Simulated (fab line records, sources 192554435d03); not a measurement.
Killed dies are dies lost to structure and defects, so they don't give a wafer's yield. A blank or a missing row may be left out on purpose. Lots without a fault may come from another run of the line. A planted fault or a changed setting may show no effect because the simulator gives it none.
Which tool did it? | flow n5_finfet | 20 lots, 60 wafers sampled, at 6 steps of a route of 1938

WHAT THE GAUGES READ, wafer by wafer
N5_DUMMY_GATE_INSPECT_17: inspects for defects (brightfield). Usual: raw_defect_count 195, standard deviation 48.
lot  | measured    | on                | raw_defect_count | flag
L074 | day 3 03:34 | defect_inspect-02 | 139 161 138      |
L076 | day 3 11:26 | defect_inspect-01 | 169 332 288      |
L077 | day 3 18:20 | defect_inspect-02 | 185 166 141      |
L078 | day 4 02:49 | defect_inspect-02 | 168 140 126      |
L079 | day 4 04:50 | defect_inspect-02 | 139 166 178      |
L080 | day 4 11:35 | defect_inspect-01 | 219 197 231      |
L081 | day 4 16:38 | defect_inspect-01 | 195 189 145      |
L083 | day 5 09:44 | defect_inspect-01 | 143 150 206      |
L084 | day 5 15:25 | defect_inspect-01 | 177 253 225      |
L086 | day 6 05:01 | defect_inspect-01 | 179 157 227      |
L087 | day 6 06:44 | defect_inspect-01 | 220 253 183      |
L088 | day 6 13:42 | defect_inspect-01 | 247 275 246      |
L089 | day 6 21:17 | defect_inspect-02 | 191 135 173      |
L090 | day 7 01:25 | defect_inspect-01 | 192 221 173      |
L091 | day 7 08:13 | defect_inspect-01 | 231 141 194      |
L092 | day 7 13:30 | defect_inspect-02 | 262 209 152      |
L093 | day 7 21:16 | defect_inspect-01 | 224 321 248      |
L095 | day 8 05:10 | defect_inspect-02 | 242 227 263      |
L096 | day 8 09:26 | defect_inspect-02 | 178 169 200      |
L097 | day 8 16:05 | defect_inspect-02 | 277 328 189      |

WHICH TOOL RAN EACH LOT (tool, then ch and the chambers of the sampled wafers, then the start)
lot  | N5_PMOS_HMC_CHANNEL_EPI_DESCUM_14 | N5_PMOS_HMC_CHANNEL_EPI_ETCH_32   | N5_PMOS_HMC_CHANNEL_EPI_CMP_21 | N5_FIN_SAQP_DESCUM_21             | N5_FIN_CUT_CUT_ETCH_28
L074 | rie_diel-05 ch 0,3, day 1 17:39   | rie_diel-05 ch 0,3, day 1 17:41   | cmp-03 ch 2,3, day 1 19:39     | rie_diel-02 ch 1,2,3, day 1 23:50 | rie_si-01 ch 1,2,3, day 2 05:50
L076 | rie_diel-03 ch 2,3, day 2 06:04   | rie_diel-03 ch 2,3, day 2 06:06   | cmp-04 ch 0,1,2, day 2 08:02   | rie_diel-02 ch 0,1,2, day 2 10:37 | rie_si-05 ch 0,1,3, day 2 16:19
L077 | rie_diel-05 ch 1,2, day 2 12:19   | rie_diel-05 ch 1,2, day 2 12:21   | cmp-04 ch 0,1,3, day 2 14:17   | rie_diel-06 ch 0,1,3, day 2 17:47 | rie_si-05 ch 0,2, day 2 23:59
L078 | rie_diel-04 ch 0,1,2, day 2 20:16 | rie_diel-04 ch 0,1,2, day 2 20:18 | cmp-02 ch 0,2,3, day 2 22:43   | rie_diel-06 ch 0,3, day 3 01:26   | rie_si-01 ch 0,2,3, day 3 06:58
L079 | rie_diel-04 ch 2,3, day 2 23:33   | rie_diel-04 ch 2,3, day 2 23:35   | cmp-04 ch 0,1,3, day 3 01:35   | rie_diel-01 ch 0,1, day 3 03:49   | rie_si-05 ch 0,3, day 3 11:08
L080 | rie_diel-05 ch 2,3, day 3 05:16   | rie_diel-05 ch 2,3, day 3 05:17   | cmp-02 ch 1,2,3, day 3 07:44   | rie_diel-01 ch 0,3, day 3 10:21   | rie_si-06 ch 1,2, day 3 16:23
L081 | rie_diel-04 ch 1,2, day 3 11:51   | rie_diel-04 ch 1,2, day 3 11:53   | cmp-04 ch 0,1,2, day 3 14:13   | rie_diel-06 ch 1,2,3, day 3 17:02 | rie_si-06 ch 1,2,3, day 3 22:43
L083 | rie_diel-05 ch 0,1,3, day 4 00:13 | rie_diel-05 ch 0,1,3, day 4 00:15 | cmp-04 ch 0,2, day 4 03:10     | rie_diel-01 ch 0,1,2, day 4 05:43 | rie_si-06 ch 1,2,3, day 4 13:07
L084 | rie_diel-05 ch 0,2,3, day 4 05:36 | rie_diel-05 ch 0,2,3, day 4 05:38 | cmp-03 ch 1,2,3, day 4 08:30   | rie_diel-01 ch 0,1,2, day 4 11:17 | rie_si-05 ch 0,1,2, day 4 19:20
L086 | rie_diel-05 ch 0,1,2, day 4 18:34 | rie_diel-05 ch 0,1,2, day 4 18:37 | cmp-03 ch 0,2,3, day 4 20:35   | rie_diel-02 ch 1,3, day 4 23:03   | rie_si-01 ch 0,1,2, day 5 06:47
L087 | rie_diel-04 ch 0,1, day 5 00:09   | rie_diel-04 ch 0,1, day 5 00:11   | cmp-04 ch 1,3, day 5 02:33     | rie_diel-06 ch 1,3, day 5 04:55   | rie_si-01 ch 0,3, day 5 10:29
L088 | rie_diel-03 ch 1,2,3, day 5 05:34 | rie_diel-03 ch 1,2,3, day 5 05:36 | cmp-03 ch 0,1,2, day 5 08:02   | rie_diel-02 ch 1,2,3, day 5 11:10 | rie_si-01 ch 0,1, day 5 18:13
L089 | rie_diel-04 ch 0,1,2, day 5 11:23 | rie_diel-04 ch 0,1,2, day 5 11:26 | cmp-03 ch 1,2,3, day 5 13:52   | rie_diel-02 ch 0,1,2, day 5 17:38 | rie_si-05 ch 0,1, day 6 00:07
L090 | rie_diel-03 ch 1,2, day 5 18:40   | rie_diel-03 ch 1,2, day 5 18:41   | cmp-02 ch 0,1,2, day 5 21:04   | rie_diel-02 ch 0,2,3, day 5 23:47 | rie_si-06 ch 0,1,3, day 6 06:26
L091 | rie_diel-05 ch 1,3, day 5 23:41   | rie_diel-05 ch 1,3, day 5 23:43   | cmp-02 ch 2,3, day 6 01:38     | rie_diel-01 ch 1,3, day 6 05:30   | rie_si-05 ch 0,1,2, day 6 13:21
L092 | rie_diel-04 ch 0,2, day 6 08:10   | rie_diel-04 ch 0,2, day 6 08:13   | cmp-03 ch 0,1,3, day 6 10:14   | rie_diel-01 ch 0,1,3, day 6 13:35 | rie_si-01 ch 1,3, day 6 19:18
L093 | rie_diel-03 ch 1,3, day 6 13:23   | rie_diel-03 ch 1,3, day 6 13:25   | cmp-02 ch 0,1,2, day 6 15:21   | rie_diel-01 ch 0,1,2, day 6 18:05 | rie_si-05 ch 0,1,3, day 6 23:39
L095 | rie_diel-04 ch 0,3, day 6 23:02   | rie_diel-04 ch 0,3, day 6 23:04   | cmp-03 ch 0,2,3, day 7 01:07   | rie_diel-02 ch 1,3, day 7 03:17   | rie_si-05 ch 0,1,3, day 7 10:06
L096 | rie_diel-03 ch 0,2, day 7 05:28   | rie_diel-03 ch 0,2, day 7 05:30   | cmp-04 ch 2,3, day 7 07:49     | rie_diel-02 ch 0,2, day 7 10:05   | rie_si-06 ch 1,2,3, day 7 15:32
L097 | rie_diel-04 ch 1,2, day 7 11:33   | rie_diel-04 ch 1,2, day 7 11:35   | cmp-04 ch 0,1,2, day 7 13:31   | rie_diel-06 ch 2,3, day 7 15:48   | rie_si-05 ch 0,1, day 7 21:47
- N5_PMOS_HMC_CHANNEL_EPI_DESCUM_14: chemistry O2, time 7.9 s.
- N5_PMOS_HMC_CHANNEL_EPI_ETCH_32: etches BARC in N2/H2, stops on SiO2, target depth 85.8 nm, time 50.3 s.
- N5_PMOS_HMC_CHANNEL_EPI_CMP_21: polishes SiGe30, target thk 54 nm.
- N5_FIN_SAQP_DESCUM_21: chemistry O2, time 7.9 s.
- N5_FIN_CUT_CUT_ETCH_28: etches Si in HBr/Cl2/O2, target depth 6 nm, time 2.4 s.

WHAT THE TOOLS THEMSELVES READ (means of the sampled wafers that have a number; where no wafer has one, the mark that the record gives instead)
N5_PMOS_HMC_CHANNEL_EPI_DESCUM_14. Usual: chamber_pressure_mTorr 19.996 mTorr, standard deviation 0.019; drypump_motor_current_A 5.6 A, standard deviation 0.53; oes_product_au 0.75 a.u., standard deviation 0.072; rf_fwd_power_W 49.36 W, standard deviation 0.26; rf_vpp_V 242.9 V, standard deviation 1.4; showerhead_plenum_p_Torr 2.08 Torr, standard deviation 0.072; throttle_valve_pct 20.35 %, standard deviation 0.27.
lot  | tool        | chamber_pressure_mTorr (mTorr) | drypump_motor_current_A (A) | oes_product_au (a.u.) | rf_fwd_power_W (W) | rf_vpp_V (V) | showerhead_plenum_p_Torr (Torr) | throttle_valve_pct (%) | flag
L074 | rie_diel-05 | 19.973                         | 5.2                         | 0.70                  | 49.29              | 242.8        | 2.08                            | 20.02                  |
L076 | rie_diel-03 | 19.999                         | 6.2                         | 0.77                  | 49.37              | 244.5        | 2.17                            | 20.48                  |
L077 | rie_diel-05 | 19.997                         | 5.8                         | 0.71                  | 49.18              | 242.8        | 2.11                            | 20.13                  |
L078 | rie_diel-04 | 20.008                         | 5.5                         | 0.74                  | 49.44              | 242.7        | 2.04                            | 20.42                  |
L079 | rie_diel-04 | 20.005                         | 6.2                         | 0.76                  | 49.36              | 243.0        | 2.07                            | 20.57                  |
L080 | rie_diel-05 | 20.004                         | 5.2                         | 0.70                  | 49.23              | 243.3        | 2.09                            | 19.99                  |
L081 | rie_diel-04 | 20.005                         | 5.8                         | 0.73                  | 49.29              | 241.5        | 2.07                            | 20.58                  |
L083 | rie_diel-05 | 19.991                         | 5.4                         | 0.80                  | 49.37              | 242.8        | 2.06                            | 20.04                  |
L084 | rie_diel-05 | 19.989                         | 5.4                         | 0.78                  | 49.23              | 243.2        | 2.12                            | 19.94                  |
L086 | rie_diel-05 | 19.992                         | 5.7                         | 0.79                  | 49.19              | 243.1        | 2.09                            | 20.07                  |
L087 | rie_diel-04 | 19.992                         | 5.0                         | 0.73                  | 49.41              | 242.0        | 2.00                            | 20.37                  |
L088 | rie_diel-03 | 20.002                         | 5.6                         | 0.80                  | 49.29              | 243.4        | 2.16                            | 20.57                  |
L089 | rie_diel-04 | 20.004                         | 5.5                         | 0.73                  | 49.50              | 242.4        | 2.03                            | 20.45                  |
L090 | rie_diel-03 | 20.002                         | 5.5                         | 0.87                  | 49.19              | 245.1        | 2.21                            | 20.50                  |
L091 | rie_diel-05 | 19.982                         | 5.3                         | 0.69                  | 49.48              | 243.0        | 2.02                            | 20.12                  |
L092 | rie_diel-04 | 19.982                         | 5.5                         | 0.72                  | 49.49              | 241.0        | 2.02                            | 20.41                  |
L093 | rie_diel-03 | 19.971                         | 5.2                         | 0.76                  | 49.38              | 244.4        | 2.12                            | 20.74                  |
L095 | rie_diel-04 | 20.003                         | 5.4                         | 0.74                  | 49.38              | 241.7        | 2.00                            | 20.33                  |
L096 | rie_diel-03 | 19.989                         | 6.3                         | 0.75                  | 49.44              | 243.9        | 2.15                            | 20.48                  |
L097 | rie_diel-04 | 19.991                         | 5.9                         | 0.70                  | 49.51              | 241.8        | 2.06                            | 20.62                  |

N5_PMOS_HMC_CHANNEL_EPI_ETCH_32. Usual: chamber_pressure_mTorr 30.004 mTorr, standard deviation 0.025; drypump_motor_current_A 5.6 A, standard deviation 0.53; h2_flow_sccm 200.0 sccm, standard deviation 0.59; oes_product_au 0.64 a.u., standard deviation 0.058; rf_fwd_power_W 831 W, standard deviation 3.3; rf_vpp_V 523.3 V, standard deviation 2.6; showerhead_plenum_p_Torr 2.52 Torr, standard deviation 0.083; throttle_valve_pct 17.8 %, standard deviation 0.31.
lot  | tool        | chamber_pressure_mTorr (mTorr) | drypump_motor_current_A (A) | h2_flow_sccm (sccm) | oes_product_au (a.u.) | rf_fwd_power_W (W) | rf_vpp_V (V) | showerhead_plenum_p_Torr (Torr) | throttle_valve_pct (%) | flag
L074 | rie_diel-05 | 30.001                         | 5.2                         | 200.0               | 0.61                  | 830                | 523.8        | 2.54                            | 17.5                   |
L076 | rie_diel-03 | 30.005                         | 6.2                         | 200.1               | 0.67                  | 830                | 525.7        | 2.61                            | 17.8                   |
L077 | rie_diel-05 | 30.001                         | 5.7                         | 200.1               | 0.61                  | 829                | 523.6        | 2.56                            | 17.6                   |
L078 | rie_diel-04 | 30.003                         | 5.5                         | 199.6               | 0.63                  | 830                | 522.3        | 2.47                            | 17.9                   |
L079 | rie_diel-04 | 29.992                         | 6.2                         | 199.7               | 0.65                  | 833                | 523.2        | 2.51                            | 18.1                   |
L080 | rie_diel-05 | 29.993                         | 5.2                         | 201.0               | 0.60                  | 830                | 523.7        | 2.55                            | 17.5                   |
L081 | rie_diel-04 | 29.992                         | 5.9                         | 200.3               | 0.64                  | 832                | 523.5        | 2.50                            | 18.1                   |
L083 | rie_diel-05 | 29.996                         | 5.4                         | 199.9               | 0.69                  | 832                | 523.2        | 2.51                            | 17.6                   |
L084 | rie_diel-05 | 30.012                         | 5.4                         | 200.0               | 0.67                  | 831                | 525.4        | 2.57                            | 17.3                   |
L086 | rie_diel-05 | 30.033                         | 5.7                         | 200.1               | 0.67                  | 829                | 524.0        | 2.54                            | 17.5                   |
L087 | rie_diel-04 | 30.027                         | 5.0                         | 200.3               | 0.63                  | 831                | 521.0        | 2.43                            | 17.8                   |
L088 | rie_diel-03 | 30.021                         | 5.6                         | 199.9               | 0.68                  | 830                | 525.9        | 2.62                            | 18.0                   |
L089 | rie_diel-04 | 30.017                         | 5.5                         | 199.6               | 0.62                  | 832                | 522.1        | 2.46                            | 17.9                   |
L090 | rie_diel-03 | 30.015                         | 5.5                         | 200.4               | 0.74                  | 829                | 528.3        | 2.69                            | 17.9                   |
L091 | rie_diel-05 | 29.983                         | 5.3                         | 199.9               | 0.60                  | 834                | 522.6        | 2.48                            | 17.8                   |
L092 | rie_diel-04 | 29.998                         | 5.5                         | 199.9               | 0.61                  | 831                | 521.0        | 2.46                            | 18.0                   |
L093 | rie_diel-03 | 30.014                         | 5.3                         | 200.2               | 0.65                  | 831                | 524.8        | 2.57                            | 18.2                   |
L095 | rie_diel-04 | 29.986                         | 5.4                         | 200.7               | 0.63                  | 832                | 520.2        | 2.43                            | 17.8                   |
L096 | rie_diel-03 | 30.016                         | 6.3                         | 200.4               | 0.64                  | 834                | 525.3        | 2.58                            | 17.8                   |
L097 | rie_diel-04 | 30.004                         | 5.9                         | 199.8               | 0.61                  | 831                | 522.0        | 2.49                            | 18.2                   |

N5_PMOS_HMC_CHANNEL_EPI_CMP_21. Usual: edge_zone_pressure_frac 0.999, standard deviation 0.0049; motor_current_A 11.5 A, standard deviation 0.97.
lot  | tool   | edge_zone_pressure_frac | motor_current_A (A) | flag
L074 | cmp-03 | 1.000                   | 11.6                |
L076 | cmp-04 | 1.000                   | 12.0                |
L077 | cmp-04 | 0.998                   | 11.5                |
L078 | cmp-02 | 1.001                   | 11.8                |
L079 | cmp-04 | 0.994                   | 11.1                |
L080 | cmp-02 | 0.999                   | 11.5                |
L081 | cmp-04 | 1.004                   | 12.0                |
L083 | cmp-04 | 0.999                   | 11.6                |
L084 | cmp-03 | 0.999                   | 11.5                |
L086 | cmp-03 | 1.002                   | 11.8                |
L087 | cmp-04 | 0.997                   | 11.9                |
L088 | cmp-03 | 0.997                   | 11.4                |
L089 | cmp-03 | 0.997                   | 11.4                |
L090 | cmp-02 | 0.999                   | 11.7                |
L091 | cmp-02 | 0.997                   | 12.3                |
L092 | cmp-03 | 1.000                   | 11.3                |
L093 | cmp-02 | 1.000                   | 12.2                |
L095 | cmp-03 | 1.000                   | 11.8                |
L096 | cmp-04 | 0.998                   | 11.0                |
L097 | cmp-04 | 1.003                   | 11.9                |

N5_FIN_SAQP_DESCUM_21. Usual: chamber_pressure_mTorr 20.000 mTorr, standard deviation 0.018; drypump_motor_current_A 5.7 A, standard deviation 0.54; oes_product_au 0.83 a.u., standard deviation 0.088; rf_fwd_power_W 49.42 W, standard deviation 0.25; rf_vpp_V 243.4 V, standard deviation 1.5; showerhead_plenum_p_Torr 2.10 Torr, standard deviation 0.088; throttle_valve_pct 20.39 %, standard deviation 0.18.
lot  | tool        | chamber_pressure_mTorr (mTorr) | drypump_motor_current_A (A) | oes_product_au (a.u.) | rf_fwd_power_W (W) | rf_vpp_V (V) | showerhead_plenum_p_Torr (Torr) | throttle_valve_pct (%) | flag
L074 | rie_diel-02 | 19.991                         | 5.4                         | 0.94                  | 49.27              | 244.0        | 2.15                            | 20.29                  |
L076 | rie_diel-02 | 20.000                         | 5.7                         | 0.86                  | 49.22              | 244.6        | 2.18                            | 20.26                  |
L077 | rie_diel-06 | 19.995                         | 5.7                         | 0.82                  | 49.57              | 242.7        | 2.08                            | 20.49                  |
L078 | rie_diel-06 | 20.010                         | 5.3                         | 0.76                  | 49.94              | 241.8        | 2.06                            | 20.62                  |
L079 | rie_diel-01 | 20.022                         | 5.6                         | 0.74                  | 49.46              | 243.0        | 2.06                            | 20.47                  |
L080 | rie_diel-01 | 19.988                         | 6.0                         | 0.72                  | 49.42              | 241.8        | 2.01                            | 20.63                  |
L081 | rie_diel-06 | 19.994                         | 5.7                         | 0.91                  | 49.62              | 244.9        | 2.16                            | 20.38                  |
L083 | rie_diel-01 | 20.008                         | 5.9                         | 0.74                  | 49.37              | 242.8        | 2.04                            | 20.45                  |
L084 | rie_diel-01 | 20.006                         | 5.9                         | 0.73                  | 49.40              | 242.3        | 2.04                            | 20.47                  |
L086 | rie_diel-02 | 19.998                         | 5.3                         | 0.88                  | 49.14              | 243.4        | 2.11                            | 20.26                  |
L087 | rie_diel-06 | 20.008                         | 6.2                         | 0.84                  | 49.33              | 244.1        | 2.08                            | 20.38                  |
L088 | rie_diel-02 | 19.983                         | 5.4                         | 0.86                  | 49.19              | 243.9        | 2.14                            | 20.34                  |
L089 | rie_diel-02 | 19.987                         | 5.7                         | 0.87                  | 49.04              | 243.5        | 2.17                            | 20.18                  |
L090 | rie_diel-02 | 20.001                         | 5.4                         | 0.86                  | 49.48              | 243.6        | 2.13                            | 20.28                  |
L091 | rie_diel-01 | 19.998                         | 5.6                         | 0.82                  | 49.53              | 242.3        | 2.06                            | 20.40                  |
L092 | rie_diel-01 | 19.996                         | 5.7                         | 0.77                  | 49.40              | 242.8        | 2.03                            | 20.49                  |
L093 | rie_diel-01 | 19.999                         | 5.9                         | 0.72                  | 49.30              | 242.5        | 2.03                            | 20.50                  |
L095 | rie_diel-02 | 20.013                         | 5.0                         | 0.85                  | 49.40              | 243.2        | 2.06                            | 20.38                  |
L096 | rie_diel-02 | 20.005                         | 5.8                         | 0.83                  | 49.36              | 243.2        | 2.19                            | 20.30                  |
L097 | rie_diel-06 | 20.003                         | 5.4                         | 0.89                  | 49.87              | 245.8        | 2.22                            | 20.43                  |

N5_FIN_CUT_CUT_ETCH_28. Usual: chamber_pressure_mTorr 10.000 mTorr, standard deviation 0.0094; drypump_motor_current_A 5.9 A, standard deviation 0.43; oes_product_au 0.999 a.u., standard deviation 0.015; throttle_valve_pct 37.1 %, standard deviation 0.37.
lot  | tool      | chamber_pressure_mTorr (mTorr) | drypump_motor_current_A (A) | oes_product_au (a.u.) | throttle_valve_pct (%) | flag
L074 | rie_si-01 | 10.000                         | 5.5                         | 0.990                 | 37.2                   |
L076 | rie_si-05 | 9.997                          | 5.8                         | 1.003                 | 36.8                   |
L077 | rie_si-05 | 10.002                         | 6.0                         | 1.005                 | 37.3                   |
L078 | rie_si-01 | 9.998                          | 6.0                         | 0.987                 | 37.1                   |
L079 | rie_si-05 | 10.003                         | 5.7                         | 0.988                 | 37.0                   |
L080 | rie_si-06 | 10.002                         | 5.8                         | 0.993                 | 37.3                   |
L081 | rie_si-06 | 10.001                         | 5.7                         | 0.991                 | 37.3                   |
L083 | rie_si-06 | 10.002                         | 5.7                         | 0.998                 | 37.3                   |
L084 | rie_si-05 | 9.995                          | 6.0                         | 1.009                 | 37.2                   |
L086 | rie_si-01 | 9.999                          | 5.8                         | 1.007                 | 37.1                   |
L087 | rie_si-01 | 10.002                         | 6.4                         | 0.991                 | 37.3                   |
L088 | rie_si-01 | 10.003                         | 6.2                         | 1.005                 | 37.3                   |
L089 | rie_si-05 | 10.002                         | 5.8                         | 1.008                 | 36.8                   |
L090 | rie_si-06 | 9.984                          | 5.8                         | 1.000                 | 37.1                   |
L091 | rie_si-05 | 10.002                         | 6.0                         | 1.010                 | 37.1                   |
L092 | rie_si-01 | 10.000                         | 5.4                         | 1.010                 | 37.4                   |
L093 | rie_si-05 | 9.994                          | 5.8                         | 1.001                 | 36.8                   |
L095 | rie_si-05 | 10.004                         | 5.8                         | 0.999                 | 36.9                   |
L096 | rie_si-06 | 9.995                          | 5.7                         | 0.991                 | 37.2                   |
L097 | rie_si-05 | 9.997                          | 5.9                         | 1.010                 | 36.8                   |

THE ANSWER, worked out from the rows above alone
Rule: a lot is off if the mean of its wafers that have a number lies more than 3 standard deviations from the usual mean. A lot without any number at a reading at which 4 lots or more have one is off too. The other lots that the step has rows for count as sound. The gauges are gone through in route order, then the tools' own readings, and for those a lot's mean is taken as printed above. The first step at which some lot is off is used, and at that step the reading that is off furthest; a lot without a number counts as furthest.
No lot is off at any reading shown: from this, nothing can be told.

WHAT THE SIMULATOR HAD PUT IN
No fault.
